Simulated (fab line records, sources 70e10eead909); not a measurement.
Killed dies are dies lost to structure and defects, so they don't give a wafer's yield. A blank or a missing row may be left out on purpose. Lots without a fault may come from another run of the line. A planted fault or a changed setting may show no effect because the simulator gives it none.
fab line records | flow nand_harc
record lots=5 wafers=15 last_day=24
route steps=1159 shown A_CONTACT@901 END@1159
lots that met no fault: from a run of the same line without faults
start_h: hours from the record's first day to the start of the lot's first wafer shown | wait_h: hours since the lot's step before | " the same as in the row above | L1.1+2: a row that stands for several wafers | - no value, or no start given | * or withheld: withheld | < > ~ a bound
route shown NAME@n: a module of which the file shows steps, and the number in the route of the first | usual: mean/standard deviation of fault-free wafers | same: alike in all rows | chamber/n: place in a boat | sites: the reading at each site | _std_site: their standard deviation | _edge_site: outer sites' mean less inner sites' | radius_mm: how far each site lies from the wafer's centre | mask NAME#n: copy n | behind: the tool/chamber that last shaped the wafer | hold: why the lot was held/for how many hours/how that ended | device: the transistor (n, p or np) that didn't switch | end of line: the same wafers' tests at the end of the route | a step without rows: its recipe alone | killed: dies lost to structure and defects at the first sort, not the wafer's yield | map: a wafer's dies, x killed, . not, _ none there
set.NAME: the setting as run; set.NAME@STEP: as run at that earlier step | model.NAME: the simulator's own value behind a step, which no gauge read
lots at some steps of the route; a table a step, a row a wafer
services: from which hour (start_h, from the record's first day; less than 0 if before it) a tool's chamber was out of use, for how many hours, and why
## steps
# step NHARC_A_CONTACT_ETCH_76
# recipe target_depth_a=2600 over_etch_frac=0.3 time_s=475.3 ion_energy_ev=200 n2_flow_sccm=150 h2_flow_sccm=150 ar_flow_sccm=0 rf_w=400 bias_w=150 chemistry=N2/H2
# step NHARC_A_CONTACT_ETCH_77
# recipe target_depth_a=726 time_s=36.3 cf4_flow_sccm=100 chf3_flow_sccm=30 ar_flow_sccm=0 rf_w=500 bias_w=200 chemistry=CF4/CHF3
# step NHARC_A_CONTACT_ETCH_78
# recipe target_depth_a=28000 over_etch_frac=0.3 time_s=728 ion_energy_ev=150 o2_flow_sccm=400 cos_flow_sccm=20 ar_flow_sccm=0 rf_w=500 bias_w=300 chemistry=O2/COS
# step NHARC_A_CONTACT_ETCH_124
# recipe source_w=withheld pressure_mtorr=20 bias_v=withheld time_s=140 target_depth_a=7000 ar_flow_sccm=withheld c4f8_flow_sccm=withheld o2_flow_sccm=withheld chemistry=C4F8/O2/Ar
# step NHARC_A_CONTACT_ETCH_125
# recipe source_w=withheld pressure_mtorr=20 bias_v=1200 time_s=155 target_depth_a=9560 ar_flow_sccm=withheld c4f8_flow_sccm=withheld o2_flow_sccm=withheld chemistry=C4F8/O2/Ar
# step NHARC_A_CONTACT_ETCH_126
# recipe source_w=withheld pressure_mtorr=20 bias_v=1200 time_s=155 target_depth_a=9560 ar_flow_sccm=withheld c4f8_flow_sccm=withheld o2_flow_sccm=withheld chemistry=C4F8/O2/Ar
# usual chamber_pressure_mTorr=19.999/0.018
# columns lot.wafer tool chamber start_h wait_h chamber_pressure_mTorr rf_hours_counter_h
L891.1 har_cap_etch-03 1 376.67 0.1 19.984 83
L891.4 " 1 " " 19.969 -
L891.5 " 1 " " 20.028 -
L893.1 har_cap_etch-01 1 383.64 0.1 19.954 56
L893.3 " 1 " " 19.999 -
L893.6 " 1 " " 20.018 -
L904.2 har_cap_etch-01 0 462.06 0.1 19.983 71
L904.1 " 1 " " 19.996 71
L904.6 " 0 " " 20.003 -
L910.2 har_cap_etch-03 1 492.10 0.1 20.023 100
L910.4 " 0 " " 20.027 -
L910.5 " 1 " " 19.965 -
L913.1 har_cap_etch-03 0 516.61 0.1 19.976 105
L913.2 " 1 " " 20.013 105
L913.6 " 0 " " 19.990 -
# step NHARC_A_CONTACT_ETCH_127
# recipe source_w=withheld pressure_mtorr=20 bias_v=1200 time_s=155 target_depth_a=9560 ar_flow_sccm=withheld c4f8_flow_sccm=withheld o2_flow_sccm=withheld chemistry=C4F8/O2/Ar
# usual chamber_pressure_mTorr=20.000/0.019
# columns lot.wafer tool chamber start_h wait_h chamber_pressure_mTorr rf_hours_counter_h
L891.1 har_cap_etch-03 1 376.82 0.1 20.024 83
L891.4 " 1 " " 20.008 -
L891.5 " 1 " " 19.982 -
L893.1 har_cap_etch-01 1 383.78 0.1 19.980 56
L893.3 " 1 " " 19.997 -
L893.6 " 1 " " 20.020 -
L904.2 har_cap_etch-01 0 462.21 0.1 19.982 71
L904.1 " 1 " " 20.019 71
L904.6 " 0 " " 20.038 -
L910.2 har_cap_etch-03 1 492.24 0.1 20.013 100
L910.4 " 0 " " 19.978 -
L910.5 " 1 " " 19.977 -
L913.1 har_cap_etch-03 0 516.75 0.1 20.022 105
L913.2 " 1 " " 19.994 105
L913.6 " 0 " " 20.017 -
# step NHARC_A_CONTACT_ETCH_128
# recipe source_w=withheld pressure_mtorr=20 bias_v=1200 time_s=155 target_depth_a=9560 ar_flow_sccm=withheld c4f8_flow_sccm=withheld o2_flow_sccm=withheld chemistry=C4F8/O2/Ar
# step NHARC_A_CONTACT_ETCH_129
# recipe source_w=withheld pressure_mtorr=20 bias_v=1200 time_s=155 target_depth_a=9560 ar_flow_sccm=withheld c4f8_flow_sccm=withheld o2_flow_sccm=withheld chemistry=C4F8/O2/Ar
# step NHARC_A_CONTACT_ETCH_130
# recipe source_w=withheld pressure_mtorr=20 bias_v=1200 time_s=155 target_depth_a=9560 ar_flow_sccm=withheld c4f8_flow_sccm=withheld o2_flow_sccm=withheld chemistry=C4F8/O2/Ar
# step NHARC_A_CONTACT_ETCH_131
# recipe source_w=withheld pressure_mtorr=20 bias_v=1200 time_s=155 target_depth_a=9560 ar_flow_sccm=withheld c4f8_flow_sccm=withheld o2_flow_sccm=withheld chemistry=C4F8/O2/Ar
# usual chamber_pressure_mTorr=19.999/0.022
# columns lot.wafer tool chamber start_h wait_h chamber_pressure_mTorr rf_hours_counter_h
L891.1 har_cap_etch-03 1 377.38 0.1 20.010 83
L891.4 " 1 " " 20.020 -
L891.5 " 1 " " 20.003 -
L893.1 har_cap_etch-01 1 384.35 0.1 19.988 57
L893.3 " 1 " " 20.002 -
L893.6 " 1 " " 19.994 -
L904.2 har_cap_etch-01 0 462.77 0.1 19.997 71
L904.1 " 1 " " 20.006 71
L904.6 " 0 " " 20.007 -
L910.2 har_cap_etch-03 1 492.80 0.1 19.976 101
L910.4 " 0 " " 19.998 -
L910.5 " 1 " " 20.008 -
L913.1 har_cap_etch-03 0 517.32 0.1 20.021 106
L913.2 " 1 " " 20.015 106
L913.6 " 0 " " 19.991 -
# step NHARC_A_CONTACT_ETCH_132
# recipe source_w=withheld pressure_mtorr=20 bias_v=1200 time_s=156 target_depth_a=9580 ar_flow_sccm=withheld c4f8_flow_sccm=withheld o2_flow_sccm=withheld chemistry=C4F8/O2/Ar
# step NHARC_A_CONTACT_ETCH_133
# recipe source_w=withheld pressure_mtorr=20 bias_v=400 time_s=195 target_depth_a=8400 ar_flow_sccm=withheld c4f8_flow_sccm=11.5 o2_flow_sccm=7.2 chemistry=C4F8/O2/Ar
# usual chamber_pressure_mTorr=19.998/0.019
# columns lot.wafer tool chamber start_h wait_h chamber_pressure_mTorr rf_hours_counter_h
L891.1 har_cap_etch-03 1 377.67 0.1 19.985 84
L891.4 " 1 " " 20.026 -
L891.5 " 1 " " 19.986 -
L893.1 har_cap_etch-01 1 384.65 0.1 20.035 57
L893.3 " 1 " " 20.020 -
L893.6 " 1 " " 19.998 -
L904.2 har_cap_etch-01 0 463.06 0.1 20.023 72
L904.1 " 1 " " 19.979 72
L904.6 " 0 " " 20.007 -
L910.2 har_cap_etch-03 1 493.11 0.1 19.957 101
L910.4 " 0 " " 19.969 -
L910.5 " 1 " " 19.965 -
L913.1 har_cap_etch-03 0 517.60 0.1 19.991 106
L913.2 " 1 " " 20.004 106
L913.6 " 0 " " 20.011 -
# step NHARC_A_CONTACT_ETCH_91
# recipe target_depth_a=400 over_etch_frac=0.5 time_s=85.7 ion_energy_ev=120 ch3f_flow_sccm=50 o2_flow_sccm=30 ar_flow_sccm=200 rf_w=500 bias_w=100 chemistry=CH3F/O2
# usual chamber_pressure_mTorr=25.000/0.025 drypump_motor_current_A=5.9/0.37 oes_product_au=0.941/0.028 rf_vpp_V=243.5/1.3 showerhead_plenum_p_Torr=2.40/0.062 throttle_valve_pct=20.663/0.0092
# columns lot.wafer tool chamber start_h wait_h chamber_pressure_mTorr drypump_motor_current_A oes_product_au rf_hours_counter_h rf_vpp_V showerhead_plenum_p_Torr throttle_valve_pct
L891.1 rie_diel-06 1 378.27 0.6 24.960 5.7 0.940 27 242.1 2.42 20.649
L891.5 " 3 " " 25.017 5.7 0.930 - 244.9 2.50 20.666
L891.4 " 0 " " 25.019 5.9 0.936 - 242.2 2.38 20.671
L893.1 rie_diel-06 2 385.17 0.5 24.992 6.5 0.984 23 242.7 2.42 20.650
L893.3 " 0 " " 25.027 5.9 1.007 27 243.9 2.38 20.674
L893.6 " 3 " " 25.004 5.6 0.997 - 246.4 2.50 20.652
L904.1 rie_diel-06 3 463.63 0.5 24.971 5.7 0.919 8 244.0 2.50 20.665
L904.2 " 1 " " 25.025 5.7 0.952 7 241.8 2.42 20.662
L904.6 " 0 " " 25.043 5.9 0.927 - 243.0 2.38 20.661
L910.4 rie_diel-03 0 493.63 0.4 24.975 6.5 0.933 34 242.2 2.28 20.661
L910.2 " 3 " " 24.997 5.3 0.949 34 243.4 2.38 20.654
L910.5 " 0 " " 24.964 6.5 0.940 - 241.0 2.28 20.669
L913.2 rie_diel-06 1 518.19 0.5 24.949 5.7 0.942 18 244.4 2.41 20.660
L913.1 " 3 " " 25.003 5.6 0.924 20 244.9 2.49 20.642
L913.6 " 1 " " 25.017 5.7 0.944 - 244.2 2.41 20.667
# step NHARC_A_CONTACT_ETCH_97
# recipe target_depth_a=200 over_etch_frac=0.5 time_s=10 ion_energy_ev=250 c4f6_flow_sccm=25 o2_flow_sccm=20 ar_flow_sccm=500 rf_w=600 bias_w=500 chemistry=C4F6/O2
# step NHARC_A_CONTACT_CD_MEAS_80
# usual cd_nm=189.4/0.75
# columns lot.wafer tool chamber start_h wait_h cd_nm
L891.1 cd_sem-01 - 378.49 - 189.7
L891.4 " - " " 189.8
L891.5 " - " " 190.0
L893.1 cd_sem-01 - 385.39 - 189.9
L893.3 " - " " 188.9
L893.6 " - " " 190.0
L904.1 cd_sem-02 - 463.85 - 188.9
L904.2 " - " " 188.3
L904.6 " - " " 188.5
L910.2 cd_sem-02 - 493.85 - 188.5
L910.4 " - " " 188.9
L910.5 " - " " 189.6
L913.1 cd_sem-03 - 518.40 - 189.9
L913.2 " - " " 189.9
L913.6 " - " " 189.8
# step NHARC_A_CONTACT_STRIP_103
# recipe n2_flow_sccm=150 h2_flow_sccm=150 ar_flow_sccm=0 bias_w=0 chemistry=N2/H2
# step NHARC_A_CONTACT_STRIP_104
# recipe cf4_flow_sccm=100 chf3_flow_sccm=30 ar_flow_sccm=0 bias_w=0 chemistry=CF4/CHF3
# step NHARC_A_CONTACT_STRIP_105
# recipe o2_flow_sccm=400 cos_flow_sccm=20 ar_flow_sccm=0 bias_w=0 chemistry=O2/COS
# step NHARC_A_CONTACT_ETCH_106
# recipe target_depth_a=600 overetch_a=60 time_s=33 ion_energy_ev=100 cf4_flow_sccm=80 o2_flow_sccm=20 ar_flow_sccm=0 rf_w=300 bias_w=100 chemistry=CF4/O2
# step NHARC_A_CONTACT_STRIP_82
# recipe o2_flow_sccm=500 ar_flow_sccm=0 bias_w=0 chemistry=O2
# usual chamber_pressure_mTorr=60.01/0.052 drypump_motor_current_A=5.9/0.38 oes_product_au=1.005/0.013 rf_vpp_V=57.4/0.89 showerhead_plenum_p_Torr=3.43/0.086 throttle_valve_pct=17.037/0.0086
# columns lot.wafer tool chamber start_h wait_h chamber_pressure_mTorr drypump_motor_current_A oes_product_au rf_hours_counter_h rf_vpp_V showerhead_plenum_p_Torr throttle_valve_pct
L891.1 rie_diel-06 3 - - 60.04 5.7 0.998 23 57.1 3.59 17.037
L891.4 " 3 " " 59.97 5.7 0.999 - 57.3 3.59 17.047
L891.5 " 0 " " 60.00 6.0 1.004 - 57.3 3.42 17.041
L893.1 rie_diel-06 1 - - 60.01 5.7 1.017 28 56.4 3.48 17.045
L893.3 " 0 " " 59.90 6.0 1.019 27 57.3 3.42 17.042
L893.6 " 2 " " 60.04 6.5 0.978 - 56.7 3.47 17.035
L904.2 rie_diel-08 0 - - 59.94 6.3 0.998 54 56.8 3.30 17.038
L904.1 " 3 " " 59.93 5.5 0.988 52 56.7 3.40 17.018
L904.6 " 3 " " 60.01 5.5 0.994 - 57.6 3.40 17.032
L910.2 rie_diel-03 2 - - 60.05 5.6 1.000 33 56.5 3.31 17.034
L910.4 " 3 " " 59.99 5.3 1.010 34 58.3 3.42 17.041
L910.5 " 3 " " 59.97 5.3 1.021 - 58.2 3.42 17.045
L913.2 rie_diel-06 2 - - 60.03 6.6 1.003 16 57.4 3.46 17.033
L913.1 " 0 " " 60.05 5.9 1.013 19 59.0 3.41 17.025
L913.6 " 1 " " 59.93 5.7 1.020 - 58.0 3.47 17.048
# step NHARC_A_CONTACT_STRIP_83
# recipe time_s=600 temp_c=30 chemistry=post_etch_residue_remover
# step NHARC_A_CONTACT_DEP_84
# recipe target_thk_a=20000 temp_c=400 material=aC
# step NHARC_A_CONTACT_DEP_85
# recipe target_thk_a=500 target_thk_nm=50 temp_c=400 pressure_torr=3.5 flow_sccm=200 rf_w=350 material=SiON
# step NHARC_A_CONTACT_DEHYDRATE_00
# recipe temp_c=150 time_s=120
# step NHARC_A_CONTACT_HMDS_01
# recipe time_s=30
# step NHARC_A_CONTACT_COAT_86
# recipe temp_c=260 time_s=75
# step NHARC_A_CONTACT_COAT_87
# recipe temp_c=225 time_s=65
# step NHARC_A_CONTACT_COAT_02
# recipe spin_rpm=1500 resist_thk_nm=90
# step NHARC_A_CONTACT_SOFTBAKE_03
# recipe temp_c=105 time_s=55
# step NHARC_A_CONTACT_EBR_04
# step NHARC_A_CONTACT_EXPOSE_05
# recipe na=1.35 sigma_outer=0.8 dose_mj=84.24 mask_id=A_CC
# step NHARC_A_CONTACT_PEB_06
# recipe peb_temp_c=100 peb_time_s=65
# step NHARC_A_CONTACT_DEVELOP_07
# recipe develop_time_s=35 dev_temp_c=23
# step NHARC_A_CONTACT_CD_MEAS_08
# recipe target_cd_nm=100 landing_energy_ev=500
# usual cd_nm=100.0/0.52
# columns lot.wafer tool chamber start_h wait_h cd_nm
L891.1 cd_sem-01 0 383.83 - 100.3
L891.4 " 0 " " 99.7
L891.5 " 0 " " 99.9
L893.1 cd_sem-01 0 388.33 - 99.0
L893.3 " 0 " " 99.8
L893.6 " 0 " " 100.3
L904.1 cd_sem-01 0 467.16 - 100.4
L904.2 " 0 " " 99.4
L904.6 " 0 " " 100.3
L910.2 cd_sem-02 0 496.89 - 100.2
L910.4 " 0 " " 99.8
L910.5 " 0 " " 100.2
L913.1 cd_sem-02 0 523.04 - 99.3
L913.2 " 0 " " 99.3
L913.6 " 0 " " 99.6
# step NHARC_A_CONTACT_OVL_MEAS_09
# usual overlay_x_nm=-0.1/0.96 overlay_y_nm=-0.2/0.88
# columns lot.wafer tool chamber start_h wait_h overlay_x_nm overlay_y_nm
L891.1 overlay-02 - 383.91 - -0.5 0.5
L891.4 " - " " -1.3 0.1
L891.5 " - " " -0.8 0.6
L893.1 overlay-01 - 388.42 - 0.4 0.7
L893.3 " - " " -0.1 1.3
L893.6 " - " " 0.3 1.2
L904.1 overlay-01 - 467.25 - 1.0 0.4
L904.2 " - " " 0.5 0.7
L904.6 " - " " -0.1 -0.1
L910.2 overlay-01 - 496.97 - 0.3 -1.1
L910.4 " - " " 0.2 -1.9
L910.5 " - " " 0.3 -1.5
L913.1 overlay-01 - 523.13 - -1.1 0.3
L913.2 " - " " -1.3 0.4
L913.6 " - " " -1.2 -0.5
# step NHARC_A_CONTACT_DESCUM_13
# recipe time_s=3 o2_flow_sccm=200 ar_flow_sccm=0 bias_power_w=0 chemistry=O2
# step NHARC_A_CONTACT_ETCH_88
# recipe target_depth_a=390 over_etch_frac=0.3 time_s=65 ion_energy_ev=80 cf4_flow_sccm=150 ar_flow_sccm=0 rf_w=300 bias_w=100 chemistry=CF4
# step NHARC_A_CONTACT_ETCH_89
# recipe target_depth_a=2600 over_etch_frac=0.3 time_s=475.3 ion_energy_ev=200 n2_flow_sccm=150 h2_flow_sccm=150 ar_flow_sccm=0 rf_w=400 bias_w=150 chemistry=N2/H2
# step NHARC_A_CONTACT_ETCH_30
# recipe target_depth_a=605 time_s=30.2 cf4_flow_sccm=100 chf3_flow_sccm=30 ar_flow_sccm=0 rf_w=500 bias_w=200 chemistry=CF4/CHF3
# step NHARC_A_CONTACT_ETCH_31
# recipe target_depth_a=20000 over_etch_frac=0.3 time_s=520 ion_energy_ev=150 o2_flow_sccm=400 cos_flow_sccm=20 ar_flow_sccm=0 rf_w=500 bias_w=300 chemistry=O2/COS
# step NHARC_END_SORT_01
# recipe temp_c=25
# usual killed_at_array=27/9.9 killed_at_other=0.6/0.84 killed_at_periphery=3.7/2.5 killed_dies=31/9.9 killed_open=3.0/1.6 killed_short=1.9/1.2
# same gross_dies=677
# columns lot.wafer tool chamber start_h wait_h killed_at_array killed_at_other killed_at_periphery killed_dies killed_open killed_short
L891.1 prober-02 0 441.96 2.5 19 1 5 25 2 2
L891.4 prober-02 0 444.32 3.3 12 0 4 16 4 0
L891.5 prober-02 0 445.11 3.6 20 2 5 27 4 1
L893.1 prober-02 0 449.72 2.5 24 0 6 30 5 3
L893.3 prober-02 0 451.31 3.1 23 0 11 34 4 1
L893.6 prober-02 0 453.69 4.0 19 2 7 28 3 3
L904.1 prober-01 0 525.07 2.5 66 0 1 67 2 0
L904.2 prober-01 0 525.86 2.8 25 1 1 27 1 0
L904.6 prober-01 0 529.02 4.0 36 0 3 39 1 2
L910.2 prober-02 0 551.35 2.8 39 0 3 42 3 3
L910.4 prober-02 0 552.95 3.4 63 0 3 66 2 3
L910.5 prober-02 0 553.76 3.7 33 0 2 35 1 2
L913.1 prober-01 0 572.95 2.5 18 0 2 20 2 1
L913.2 prober-01 0 573.78 2.8 28 0 2 30 2 0
L913.6 prober-01 0 577.12 4.2 17 0 5 22 2 2
# killed by level:class
L891.1 A_SLIT:chamber_film_flake=9 A_CHANNEL_HOLE_D1:chamber_film_flake=3 A_CONTACT:chamber_film_flake=3 P_BONDPAD:chamber_film_flake=2 A_WL_FILL:chamber_film_flake=2 P_M0:geometric_particle:short=1 P_M1:geometric_particle:open=1 A_ONON_D1:geometric_particle:open=1
L891.4 A_SLIT:chamber_film_flake=6 P_GATE:chamber_film_flake=2 P_M0:geometric_particle:open=1 A_SGD_CUT:geometric_particle:open=1 A_WL_FILL:geometric_particle:open=1 A_CONTACT:geometric_particle:open=1 A_CONTACT:chamber_film_flake=1 P_ZERO_WELL:chamber_film_flake=1
L891.5 A_SLIT:chamber_film_flake=11 A_STAIRCASE:chamber_film_flake=3 P_GATE:geometric_particle:open=2 P_GATE:chamber_film_flake=2 THIN_TSV:chamber_film_flake=2 A_SOURCE_PLATE:geometric_particle:short=1 A_CHANNEL_HOLE_D1:geometric_particle:open=1 A_CHANNEL_FILL_D1:geometric_particle:open=1
L893.1 A_CONTACT:chamber_film_flake=6 A_SLIT:chamber_film_flake=5 A_STAIRCASE:chamber_film_flake=4 A_CHANNEL_HOLE_D1:chamber_film_flake=3 P_GATE:chamber_film_flake=2 P_CONTACT:chamber_film_flake=2 P_CONTACT:geometric_particle:short=1 P_M2:geometric_particle:open=1
L893.3 A_SLIT:chamber_film_flake=8 P_CONTACT:chamber_film_flake=7 A_CHANNEL_HOLE_D1:chamber_film_flake=4 P_M2:chamber_film_flake=3 A_STAIRCASE:chamber_film_flake=3 A_M0:geometric_particle:open=2 A_CONTACT:chamber_film_flake=2 P_M1:geometric_particle:open=1
L893.6 A_SLIT:chamber_film_flake=9 P_CONTACT:chamber_film_flake=4 A_SGD_CUT:geometric_particle:short=2 A_WL_FILL:chamber_film_flake=2 A_CONTACT:chamber_film_flake=2 P_CONTACT:geometric_particle:open=1 A_SGD_CUT:geometric_particle:open=1 A_CONTACT:geometric_particle:open=1
L904.1 A_CONTACT:unspecified=28 A_CHANNEL_HOLE_D1:chamber_film_flake=16 A_SLIT:chamber_film_flake=16 A_STAIRCASE:chamber_film_flake=2 A_CHANNEL_FILL_D1:geometric_particle:open=1 A_CONTACT:geometric_particle:open=1 P_BONDPAD:chamber_film_flake=1 A_ZERO_WELL:chamber_film_flake=1
L904.2 A_SLIT:chamber_film_flake=12 A_CHANNEL_HOLE_D1:chamber_film_flake=9 A_BLC:chamber_film_flake=2 A_M0:geometric_particle:open=1 P_CONTACT:chamber_film_flake=1 A_CONTACT:chamber_film_flake=1 THIN_TSV:chamber_film_flake=1
L904.6 A_SLIT:chamber_film_flake=11 A_CHANNEL_HOLE_D1:chamber_film_flake=9 A_BLC:chamber_film_flake=7 A_STAIRCASE:chamber_film_flake=4 P_STI:chamber_film_flake=2 A_CHANNEL_HOLE_D1:geometric_particle:short=1 A_CONTACT:geometric_particle:short=1 A_M0:geometric_particle:open=1
L910.2 A_SLIT:chamber_film_flake=24 A_CHANNEL_HOLE_D1:chamber_film_flake=5 A_CONTACT:chamber_film_flake=3 A_WL_FILL:geometric_particle:short=2 A_SGD_CUT:chamber_film_flake=2 P_CONTACT:geometric_particle:open=1 P_M0:geometric_particle:open=1 A_CHANNEL_FILL_D1:geometric_particle:short=1
L910.4 A_SLIT:chamber_film_flake=26 A_CHANNEL_HOLE_D1:chamber_film_flake=23 A_STAIRCASE:chamber_film_flake=4 A_SGD_CUT:chamber_film_flake=2 A_CONTACT:chamber_film_flake=2 A_ONON_D1:geometric_particle:short=1 A_CHANNEL_FILL_D1:geometric_particle:short=1 A_WL_FILL:geometric_particle:short=1
L910.5 A_SLIT:chamber_film_flake=16 A_CHANNEL_HOLE_D1:chamber_film_flake=10 P_M0:chamber_film_flake=2 A_STAIRCASE:chamber_film_flake=2 A_SGD_CUT:chamber_film_flake=2 A_SOURCE_PLATE:geometric_particle:short=1 A_CONTACT:geometric_particle:open=1 A_BLC:geometric_particle:short=1
L913.1 A_CONTACT:chamber_film_flake=7 A_STAIRCASE:chamber_film_flake=5 A_CHANNEL_HOLE_D1:unspecified=3 P_M0:geometric_particle:open=1 A_ONON_D1:geometric_particle:short=1 A_CONTACT:geometric_particle:open=1 P_M0:chamber_film_flake=1 A_WL_FILL:chamber_film_flake=1
L913.2 A_STAIRCASE:chamber_film_flake=13 A_CONTACT:chamber_film_flake=8 A_CHANNEL_HOLE_D1:unspecified=2 P_M2:geometric_particle:open=1 A_CHANNEL_FILL_D1:geometric_particle:open=1 P_STI:chamber_film_flake=1 A_CHANNEL_HOLE_D1:chamber_film_flake=1 A_CHANNEL_FILL_D1:chamber_film_flake=1
L913.6 A_CONTACT:chamber_film_flake=5 A_CHANNEL_HOLE_D1:unspecified=3 A_CHANNEL_HOLE_D1:chamber_film_flake=3 A_STAIRCASE:chamber_film_flake=3 P_CONTACT:geometric_particle:short=1 P_M1:geometric_particle:short=1 A_ONON_D1:geometric_particle:open=1 A_STAIRCASE:geometric_particle:open=1
# map L904.1 (x killed, . not)
____________x____________
_________....xxx_________
_______.....xxxxxx_______
______.......xxxxxx______
_____.........xxxxx._____
____...........xxxxx.____
____.......x...xxxx..____
___.......x....x...x..___
___...........xxx.x...___
__............x.xx.....__
__.............x..x....__
_.................x....x_
_................x......_
_......................._
_...x..................._
_......................._
......x...x..............
....xx...................
....x..........x.........
...xxxxx.................
...xx.x..........x.......
_....xx................._
_......................._
_....x.................._
_...x..................._
_......................._
__...x.................__
__.....................__
___...................___
___...................___
____.................____
____.................____
_____..............._____
______.............______
_______..........._______
_________......._________
____________.____________
# map L893.3 (x killed, . not)
____________.____________
_________......._________
_______..x........_______
______.............______
_____.x.....x......._____
____.x...x...........____
____.....x......x....____
___....x......x..x..x.___
___...........x.xx....___
__..............x......__
__...........x.........__
_...........x...x...x..x_
_..................x...._
_.x.................xx.._
_......................._
_......................._
.........................
.........................
.........................
.........................
......x..................
_...................x..x_
_......................._
_..x...................._
_..x..................x._
_................x..x..._
__.....................__
__.................x...__
___...................___
___...................___
____.................____
____.................____
_____..............._____
______..x..........______
_______..........._______
_________......._________
____________.____________
## services
# columns tool chamber start_h hours kind
rie_diel-06 2 363.74 8.6 repair
rie_diel-06 0 372.78 - clean
rie_diel-06 1 372.78 - clean
rie_diel-06 2 372.78 - clean
rie_diel-06 3 372.78 - clean
rie_diel-06 2 372.95 7.0 repair
rie_diel-03 - 392.49 9.0 pm
rie_diel-06 0 397.28 - clean
rie_diel-06 1 397.28 - clean
rie_diel-06 2 397.28 - clean
rie_diel-06 3 397.28 - clean
rie_diel-08 3 412.25 7.3 repair
rie_diel-06 - 418.25 9.0 pm
rie_diel-06 0 418.25 9.0 vent_cycle
rie_diel-06 1 418.25 9.0 vent_cycle
rie_diel-06 2 418.25 9.0 vent_cycle
rie_diel-06 3 418.25 9.0 vent_cycle
rie_diel-08 0 425.33 4.7 repair
rie_diel-06 0 427.25 - clean
rie_diel-03 2 435.96 5.0 repair
rie_diel-08 2 457.24 16.9 repair
rie_diel-08 - 478.95 9.0 pm
rie_diel-06 2 496.83 10.5 repair
rie_diel-08 0 501.98 4.2 repair
## key
first_sign step=NHARC_END_SORT_01 reading=killed_at_array direction=up sigmas=3.9 usual=27 struck=66
effect step=NHARC_END_SORT_01 reading=killed_dies direction=up sigmas=3.6 usual=31 struck=67
more_kills_born_at NHARC_A_CONTACT_ETCH_133@har_cap_etch-01=28
met_at NHARC_A_CONTACT_ETCH_133
struck_wafers L904.1
tester_left_out L904
onset_between 384.65 463.06
fault kind=chamber_particle_source tool=har_cap_etch-01 chamber=1 onset_h=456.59 steps=NHARC_A_CONTACT_ETCH_133 rate_per_visit_cm2=0.92305 end_h=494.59
# tester_left_out: of these lots the tester's yield and bins aren't shown, on N5 and GAA mostly nor the transistor test; their killed dies are dies lost to structure and defects alone, not to doping, threshold or leakage, so they don't give the yield
